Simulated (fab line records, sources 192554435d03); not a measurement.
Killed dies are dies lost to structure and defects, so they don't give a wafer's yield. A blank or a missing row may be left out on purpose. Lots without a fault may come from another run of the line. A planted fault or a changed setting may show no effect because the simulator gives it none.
fab line records | flow n5_finfet
record lots=4 wafers=10 last_day=24
route steps=1938 shown BEOL_M4@1099 BEOL_M5@1112 PASSIVATION@1936
lots that met no fault: from a run of the same line without faults
start_h: hours from the record's first day to the start of the lot's first wafer shown | wait_h: hours since the lot's step before | " the same as in the row above | L1.1+2: a row that stands for several wafers | - no value, or no start given | * or withheld: withheld | < > ~ a bound
route shown NAME@n: a module of which the file shows steps, and the number in the route of the first | usual: mean/standard deviation of fault-free wafers | same: alike in all rows | chamber/n: place in a boat | sites: the reading at each site | _std_site: their standard deviation | _edge_site: outer sites' mean less inner sites' | radius_mm: how far each site lies from the wafer's centre | mask NAME#n: copy n | behind: the tool/chamber that last shaped the wafer | hold: why the lot was held/for how many hours/how that ended | device: the transistor (n, p or np) that didn't switch | end of line: the same wafers' tests at the end of the route | a step without rows: its recipe alone | killed: dies lost to structure and defects at the first sort, not the wafer's yield | map: a wafer's dies, x killed, . not, _ none there
set.NAME: the setting as run; set.NAME@STEP: as run at that earlier step | model.NAME: the simulator's own value behind a step, which no gauge read
lots at some steps of the route; a table a step, a row a wafer
services: from which hour (start_h, from the record's first day; less than 0 if before it) a tool's chamber was out of use, for how many hours, and why
## steps
# step N5_BEOL_M4_ANNEAL_95
# recipe temp_c=400 time_s=240 ambient=vacuum
# step N5_BEOL_M4_SPUTTER_96
# recipe material=Cu target_thk_a=45 temp_c=-20 chamber_pressure_pa=0.07 power_w=withheld time_s=8.29
# step N5_BEOL_M4_ECD_50
# recipe material=Cu target_thk_a=3000
# step N5_BEOL_M4_ANNEAL_51
# recipe temp_c=225 time_s=90 ambient=N2
# step N5_BEOL_M4_CMP_52
# recipe stop_on=SiOC t_overpolish_s=6.8 down_force_psi=1 platen_rpm=50 clearing_platen_down_force_psi=1.5 clearing_platen_rpm=50 post_cmp_clean=cu_alkaline target_thk_nm=40 clearing_platen_pad_velocity_m_s=0.99484 pad_velocity_m_s=0.99484
# step N5_BEOL_M4_PRE_CLEAN_60
# recipe gas=NH3/H2 time_s=15 temp_c=* rf_power_w=300
# step N5_BEOL_M4_CO_CAP_55
# recipe material=Co target_thk_a=20 temp_c=200 precursor=CCTBA/H2 pressure_torr=30 time_s=102.1
# step N5_BEOL_M4_PRE_CLEAN_56
# recipe gas=NH3 time_s=15 temp_c=withheld rf_power_w=300
# step N5_BEOL_M4_DEP_57
# recipe material=SiCN target_thk_a=80 temp_c=withheld precursor=3MS/NH3 pressure_torr=3 rf_w=202 time_s=14
# step N5_BEOL_M4_RC_MEAS_101
# usual DIBL_N=35.8/1.6 DIBL_P=35.6/2 IOFF_N=0.15/0.031 IOFF_P=0.20/0.033 ION_N=668/12 ION_P=459/6.8 SS_N=71.4/0.53 SS_P=73.1/0.63 VT_N=250/3.5 VT_P=-251/3
# columns lot.wafer tool chamber start_h wait_h DIBL_N[mV/V] DIBL_P[mV/V] IOFF_N[nA/um] IOFF_P[nA/um] ION_N[uA/um] ION_P[uA/um] SS_N[mV/dec] SS_P[mV/dec] VT_N[mV] VT_P[mV]
L338.1 prober-02 0 347.62 0.0 36.1 37.0 0.17 0.24 671 465 71.9 72.8 248 -247
L338.3 " 0 " " 37.6 38.1 0.19 0.25 668 455 72.5 73.5 247 -246
L338.6 " 0 " " 35.2 36.1 0.16 0.22 673 465 71.1 72.9 248 -248
L344.2 prober-02 0 360.63 0.2 36.1 31.5 0.13 0.17 656 452 71.5 73.6 252 -251
L344.3 " 0 " " 39.3 35.5 0.19 0.23 681 458 72.2 73.8 248 -246
L344.4 " 0 " " 38.8 35.4 0.17 0.22 664 454 71.9 74.1 250 -249
L359.1 prober-01 0 436.12 0.0 39.4 39.7 0.21 0.26 676 465 72.7 74.2 246 -246
L359.3 " 0 " " 38.5 38.4 0.19 0.24 663 458 72.5 74.1 247 -247
L360.4 prober-02 0 461.89 0.5 33.9 32.6 0.11 0.16 652 452 70.9 72.9 254 -252
L360.5 " 0 " " 34.2 32.9 0.12 0.17 680 466 71.2 72.5 252 -253
# step N5_BEOL_M5_ILD_DEP_00
# recipe material=SiCOH_lowk target_thk_a=1406.4 temp_c=300 precursor=DEMS/porogen pressure_torr=5 rf_w=500 time_s=25.9
# step N5_BEOL_M5_CURE_79
# recipe temp_c=385 time_s=240 ambient=He/Ar material=SiCOH_lowk
# step N5_BEOL_M5_PECVD_70
# recipe material=SiO2 target_thk_a=160 temp_c=400 precursor=TEOS/O2 pressure_torr=5.5 rf_w=450 teos_flow_sccm=53.8 gas=O2 flow_sccm=3000 time_s=18
# step N5_BEOL_M5_HM_DEP_02
# recipe material=TiN target_thk_a=200 temp_c=25 chamber_pressure_pa=0.49996
# step N5_BEOL_M5_COAT_59
# recipe resist=SOC temp_c=250 time_s=60 spin_rpm=1500 resist_thk_nm=60
# step N5_BEOL_M5_COAT_60
# recipe resist=SiARC temp_c=220 time_s=60 spin_rpm=1500 resist_thk_nm=12
# step N5_BEOL_M5_COAT_71
# recipe resist=underlayer temp_c=205 time_s=60 spin_rpm=1500 resist_thk_nm=5
# step N5_BEOL_M5_COAT_05
# recipe resist=CAR-EUV spin_rpm=1500 resist_thk_nm=30
# step N5_BEOL_M5_EBR_07
# recipe solvent=PGMEA ebr_width_mm=1.5
# step N5_BEOL_M5_SOFTBAKE_06
# recipe temp_c=110 time_s=60 resist=CAR-EUV
# step N5_BEOL_M5_EXPOSE_08
# recipe mask_id=M5 na=0.33 source_shape=annular sigma_inner=0.4 sigma_outer=0.8 polarization=unpolarized target_cd_nm=28 dose_mj=35.75
# step N5_BEOL_M5_PEB_09
# recipe peb_temp_c=100 peb_time_s=60 resist=CAR-EUV
# step N5_BEOL_M5_DEVELOP_10
# recipe develop_time_s=30 developer=TMAH resist=CAR-EUV rinse_liquid=surfactant_rinse dry=air_spin dev_temp_c=23
# step N5_BEOL_M5_DESCUM_16
# recipe chemistry=O2 time_s=7 source_power_w=50 bias_power_w=20 pressure_mtorr=20 rf_frequency_hz=2.712e+07 temp_c=40 resist=CAR-EUV o2_flow_sccm=225
# step N5_BEOL_M5_ETCH_72
# recipe chemistry=N2/H2 target=underlayer target_depth_a=65 mask_material=CAR-EUV time_s=5.2 ion_energy_ev=200 pressure_mtorr=30 source_w=840 bias_w=150 n2_flow_sccm=200 h2_flow_sccm=200 ends=cleared
# step N5_BEOL_M5_ETCH_61
# recipe chemistry=CF4 target=SiARC target_depth_a=156 mask_material=CAR-EUV time_s=26 ion_energy_ev=80 pressure_mtorr=40 source_w=545 bias_w=36 Ar_flow_sccm=100 cf4_flow_sccm=100 ends=cleared
# step N5_BEOL_M5_ETCH_62
# recipe chemistry=N2/H2 target=SOC target_depth_a=750 overetch_a=150 mask_material=SiARC temp_c=40 time_s=112.5 ion_energy_ev=200 pressure_mtorr=30 source_w=840 bias_w=150 n2_flow_sccm=200 h2_flow_sccm=200
# step N5_BEOL_M5_STRIP_63
# recipe chemistry=N2/H2 temp_c=40 n2_flow_sccm=200 h2_flow_sccm=200 rf_frequency_hz=6e+07
# step N5_BEOL_M5_STRIP_73
# recipe chemistry=N2/H2 temp_c=40 n2_flow_sccm=200 h2_flow_sccm=200 rf_frequency_hz=6e+07
# step N5_BEOL_M5_STRIP_64
# recipe chemistry=CF4 resist=SiARC power_w=300 bias_power_w=75 pressure_mtorr=50 cf4_flow_sccm=150 rf_frequency_hz=6e+07
# step N5_BEOL_M5_HM_OPEN_17
# recipe chemistry=Cl2/BCl3 target_depth_a=200 overetch_a=60 target=TiN mask_material=SOC ion_energy_ev=150 pressure_mtorr=10 icp_w=1000 bias_w=126 Cl2_flow_sccm=53.25 bcl3_flow_sccm=21.75 Ar_flow_sccm=25
# step N5_BEOL_M5_STRIP_19
# recipe chemistry=O2 power_w=400 temp_c=40 pressure_mtorr=30 rf_frequency_hz=6e+07 bias_power_w=0 overash_fraction=0.2 o2_flow_sccm=225
# step N5_BEOL_M5_COAT_65
# recipe resist=SOC temp_c=250 time_s=60 spin_rpm=1500 resist_thk_nm=60
# step N5_BEOL_M5_COAT_66
# recipe resist=SiARC temp_c=220 time_s=60 spin_rpm=1500 resist_thk_nm=12
# step N5_BEOL_M5_VIA_ETCH_34
# recipe chemistry=C4F6/O2 target=SiCOH_lowk target_depth_a=883 mask_material=SOC taper_deg=4 time_s=39.2 ion_energy_ev=250 pressure_mtorr=30 source_w=345 bias_w=185 Ar_flow_sccm=300 C4F6_flow_sccm=10 O2_flow_sccm=10
# usual bias_w=184.9/0.54 drypump_motor_current_A=5.6/0.4 oes_ar_750_au=0.79/0.087 oes_o_777_au=0.79/0.095 oes_product_au=0.79/0.089 rf_vpp_V=669/15 showerhead_plenum_p_Torr=2.84/0.067 throttle_valve_pct=20.79/0.2
# same time_s=39.2
# columns lot.wafer tool chamber start_h wait_h bias_w drypump_motor_current_A oes_ar_750_au oes_o_777_au oes_product_au rf_hours_counter_h rf_vpp_V showerhead_plenum_p_Torr throttle_valve_pct model.etch.depth_nm model.SOC_of_BEOL_M5_COAT_65.thk_nm
L338.1 rie_diel-04 1 351.18 0.0 184.8 5.4 0.70 0.70 0.70 243 688 2.84 21.35 88.79 55.6
L338.3 " 3 " " 185.7 5.8 0.70 0.68 0.71 212 697 2.83 20.69 86.5 55.8
L338.6 " 1 " " 185.2 5.5 0.70 0.70 0.70 - 686 2.84 21.34 88.81 55.6
L344.2 rie_diel-01 3 364.75 0.0 183.7 6.2 0.85 0.84 0.85 66 680 2.86 20.55 88.75 55.8
L344.3 " 2 " " 183.4 6.2 0.82 0.82 0.82 82 667 2.87 20.79 88.03 55.8
L344.4 " 0 " " 184.6 5.0 0.71 0.70 0.72 178 646 2.75 20.74 86.85 55.6
L359.1 rie_diel-04 3 442.01 0.0 185.2 5.8 0.68 0.66 0.60 244 694 2.82 20.72 68.83 56.8
L359.3 " 0 " " 185.0 5.3 0.75 0.73 0.75 130 677 2.99 21.17 85.73 55.8
L360.4 rie_diel-04 0 467.57 0.0 184.2 5.3 0.74 0.73 0.65 - 677 2.98 21.15 69.76 57
L360.5 " 2 " " 184.8 5.1 0.89 0.90 0.88 - 668 2.90 20.65 87.43 56.4
# step N5_PASSIVATION_PROBE_49
# usual defect_limited_yield=90.7/1.5 killed_at_M0_to_M3=38/11 killed_at_M4_up=15/5.5 killed_at_contacts=12/6 killed_at_front_end=41/11 killed_at_other=3.5/2.7 killed_dies=110/18 killed_open=72/13 killed_short=35/8.7 sort_bin_5_function=5.5/1.1 sort_bin_6_memory=3.4/0.63 sort_n_pass=1070/18 sort_yield_pct=90.7/1.5
# same gross_dies=1180 killed_at_back_side=0 sort_bin_4_leakage[%]=0 sort_bin_8_speed[%]=0
# columns lot.wafer tool chamber start_h wait_h defect_limited_yield[%] killed_at_M0_to_M3 killed_at_M4_up killed_at_contacts killed_at_front_end killed_at_other killed_dies killed_open killed_short sort_bin_5_function[%] sort_bin_6_memory[%] sort_n_pass sort_yield_pct[%]
L338.1 prober-02 - 469.24 0.0 90.8 28 12 27 37 5 109 74 34 5.5 3.3 1071 90.8
L338.3 prober-02 - 469.34 0.1 89.2 34 14 18 50 12 128 73 46 6.5 3.7 1052 89.2
L338.6 prober-02 - 469.49 0.3 90.6 36 9 19 43 4 111 82 26 5.3 3.8 1069 90.6
L344.2 prober-02 - 474.73 0.1 89.1 48 15 15 43 8 129 89 37 6.4 4.4 1051 89.1
L344.3 prober-02 - 474.78 0.1 88.8 61 26 16 25 4 132 90 40 6.9 3.9 1048 88.8
L344.4 prober-02 - 474.83 0.2 86.8 62 21 24 45 4 156 101 52 8.0 4.9 1024 86.8
L359.1 prober-01 - 550.27 0.0 82.7 38 104 22 30 10 204 65 33 12.5 3.6 976 82.7
L359.3 prober-01 - 550.37 0.1 91.0 28 22 9 39 8 106 68 38 5.3 3.2 1074 91.0
L360.4 prober-01 - 576.81 0.2 81.2 28 137 18 37 2 222 67 27 15.8 3.1 958 81.2
L360.5 prober-01 - 576.86 0.2 91.5 35 15 14 34 2 100 67 33 5.2 3.2 1080 91.5
# killed by level:class
L338.1 MOL_CONTACT_COAG:geometric_particle:open=20 STI_FIN_REVEAL:geometric_particle:open=12 BEOL_M4:geometric_particle:open=8 MOL_CONTACT_COAG:geometric_particle:short=7 BEOL_M0_SAQP:geometric_particle:open=7 DUMMY_GATE:geometric_particle:open=6 FIN_SAQP:geometric_particle:open=5 BEOL_M0:geometric_particle:open=5
L338.3 MOL_CONTACT_COAG:geometric_particle:open=15 BEOL_M4:geometric_particle:open=9 GATE_CUT:geometric_particle:short=8 BEOL_M1:geometric_particle:open=8 BEOL_M2:geometric_particle:open=6 FIN_SAQP:geometric_particle:short=5 STI_FIN_REVEAL:geometric_particle:open=5 BEOL_M0:geometric_particle:open=5
L338.6 MOL_CONTACT_COAG:geometric_particle:open=16 STI_FIN_REVEAL:geometric_particle:open=15 BEOL_M0_SAQP:geometric_particle:open=11 FIN_SAQP:geometric_particle:short=10 BEOL_M2:geometric_particle:open=6 BEOL_M1:geometric_particle:open=6 BEOL_M3:geometric_particle:open=5 ILD0:geometric_particle:open=4
L344.2 MOL_CONTACT_COAG:geometric_particle:open=13 BEOL_M2:geometric_particle:open=13 STI_FIN_REVEAL:geometric_particle:open=9 BEOL_M0_SAQP:geometric_particle:short=8 FIN_SAQP:geometric_particle:open=7 FIN_SAQP:geometric_particle:short=7 BEOL_M0_SAQP:geometric_particle:open=7 BEOL_M3:geometric_particle:open=7
L344.3 MOL_CONTACT_COAG:geometric_particle:open=15 BEOL_M0_SAQP:geometric_particle:open=14 BEOL_M4:geometric_particle:open=12 BEOL_M0_SAQP:geometric_particle:short=11 BEOL_M2:geometric_particle:open=9 BEOL_M3:geometric_particle:open=8 FIN_SAQP:geometric_particle:open=6 BEOL_M0:geometric_particle:open=5
L344.4 MOL_CONTACT_COAG:geometric_particle:open=18 BEOL_M0_SAQP:geometric_particle:short=14 BEOL_M2:geometric_particle:open=13 FIN_SAQP:geometric_particle:short=12 BEOL_M0_SAQP:geometric_particle:open=10 BEOL_M3:geometric_particle:open=10 DUMMY_GATE:geometric_particle:open=9 STI_FIN_REVEAL:geometric_particle:open=8
L359.1 BEOL_M5:area_etch=95 MOL_CONTACT_COAG:geometric_particle:open=19 BEOL_M0_SAQP:geometric_particle:short=14 BEOL_M0_SAQP:geometric_particle:open=12 HKMG_FIN:area_etch=9 FIN_SAQP:geometric_particle:short=6 BEOL_M3:geometric_particle:open=5 FIN_SAQP:geometric_particle:open=4
L359.3 BEOL_M4:geometric_particle:open=13 FIN_SAQP:geometric_particle:short=8 STI_FIN_REVEAL:geometric_particle:open=6 BEOL_M0_SAQP:geometric_particle:short=6 BEOL_M0_SAQP:geometric_particle:open=6 FIN_SAQP:geometric_particle:open=5 MOL_CONTACT_COAG:geometric_particle:open=5 GATE_CUT:geometric_particle:short=4
L360.4 BEOL_M5:area_etch=127 MOL_CONTACT_COAG:geometric_particle:open=16 BEOL_M2:geometric_particle:open=8 BEOL_M4:geometric_particle:open=8 FIN_SAQP:geometric_particle:short=6 STI_FIN_REVEAL:geometric_particle:open=6 GATE_CUT:geometric_particle:short=5 BEOL_M1:geometric_particle:open=5
L360.5 MOL_CONTACT_COAG:geometric_particle:open=13 BEOL_M4:geometric_particle:open=9 BEOL_M2:geometric_particle:open=7 DUMMY_GATE:geometric_particle:open=6 SPACER0:geometric_particle:short=6 BEOL_M0_SAQP:geometric_particle:open=6 BEOL_M0_SAQP:geometric_particle:short=6 STI_FIN_REVEAL:geometric_particle:open=5
# map L359.1 (x killed, . not)
_________________..x....x....________________
______________.......x.........._____________
___________.x...........x..x.x.x...__________
__________...................x......_________
________............x..x.....x.x..x..._______
_______.xx......x......x...............______
______..x...xx........................xx_____
_____...........x........................____
____x..x...xx...........x........x........___
___..xx...x...x....x....xx........x........__
___.........x........x....................x__
__...x.....x.............x......x.........x._
__x.x...x.x......x....x.xx..x.x..x.x..x....._
_x.x.x...x.x..x...x.......x.xxx...xxxx...x...
_x..x.............xxx...xxxxxx..x..x.........
_...x......x.............xx.x.xxxx.xx......x.
_x.xx.x.............x...x.xxxxxx.xxx........x
_...x.xxx.....x.....x...........x..x.........
_x.xxxxx................x...xx...............
_x.xx..x.xx........x.........x.x...x.........
_xxxxx..xxx.xx.x..............x..xxxx........
__..xx.x.......x........x..................._
__x.xx.xx..x.....................x.........._
___.xx..x.............x....................__
___.x..x.x.........x.................x.....__
____xx..xx.....x..........................___
_____.....x.......................x......____
______..x...x..x......x................x_____
_______............x..........x...x....______
________.......................x...xxx_______
__________.........................._________
___________....x...........x.......__________
______________...x..x........x.._____________
_________________............________________
# map L360.4 (x killed, . not)
_________________x....x...x..________________
______________.x............x.x._____________
___________.........x........xx.xxx__________
__________....x.x...x..........x.xxx_________
________...x....x...............x.xx.._______
_______.x....x..xx.......x.....x...x..x______
______........................x...x....._____
_____..............x..x............x.....____
____..........xx.....................xx...___
___..x....xx..........x............x..x.xxx__
___...x....x..x...........x.....x...x.xx.x.__
__...x......xx.......................x.xxxxx_
__.x..............................x..xx.xxxx_
_........x.....x..x......x............xxxx.xx
_...................x........x......x.......x
_.x......x..........................x....x...
_.....x.x......................x..x....x.....
_......xx...x....x.............xx............
_.......x...............x.....x.xx...........
_..x....xxx.x..x.........x..x.xxx.x........x.
_..x..............x.........x.x.xxx..x....x.x
__...........................x...x...xx..x.x_
__.x.........x....................x.x.xx.x.x_
___..........x.....x.....x..........x.xx.x.__
___..........x..........................x..__
____..........x.......x...x............x.x___
_____......x....................x..x...xx____
______....................x...xxxxxxxxxx_____
_______........................xxxxx.x.______
________.......xx...........x..xxxxxxx_______
__________...........x..x....x.xxxx._________
___________................xxxxxxxx__________
______________..xxx....x.....xxx_____________
_________________xx.xx...x.xx________________
## services
# columns tool chamber start_h hours kind
rie_diel-04 2 348.86 - clean
rie_diel-04 2 348.86 - consumable_replace:focus_ring
rie_diel-04 2 348.86 18.3 scheduled_down
rie_diel-04 2 348.86 18.3 vent_cycle
rie_diel-04 1 371.06 - clean
rie_diel-04 1 371.06 - consumable_replace:focus_ring
rie_diel-04 1 371.06 16.2 scheduled_down
rie_diel-04 1 371.06 16.2 vent_cycle
rie_diel-01 3 402.03 14.8 repair
rie_diel-01 0 408.18 3.1 repair
rie_diel-01 3 422.49 3.5 repair
rie_diel-01 - 452.31 14.6 pm
rie_diel-04 3 460.76 - clean
rie_diel-04 3 460.76 - consumable_replace:focus_ring
rie_diel-04 3 460.76 14.0 scheduled_down
rie_diel-04 3 460.76 14.0 vent_cycle
## key
first_sign step=N5_PASSIVATION_PROBE_49 reading=killed_at_M4_up direction=up sigmas=19 usual=15 struck=120
effect step=N5_PASSIVATION_PROBE_49 reading=sort_bin_5_function direction=up sigmas=8.1 usual=5.5 struck=14.2
model_effect step=N5_BEOL_M5_VIA_ETCH_34 value=etch.depth_nm without=85.01 struck=69.29
more_kills_born_at N5_BEOL_M5_VIA_ETCH_34@rie_diel-04=222
met_at N5_BEOL_M5_VIA_ETCH_34
struck_wafers L359.1,L360.4
onset_between 351.18 442.01
fault kind=process_parameter_drift tool=rie_diel-04 chamber=- onset_h=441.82 steps=N5_BEOL_M5_VIA_ETCH_34 channel=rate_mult offset=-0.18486 shape=step end_h=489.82 scope=struck_wafers_only
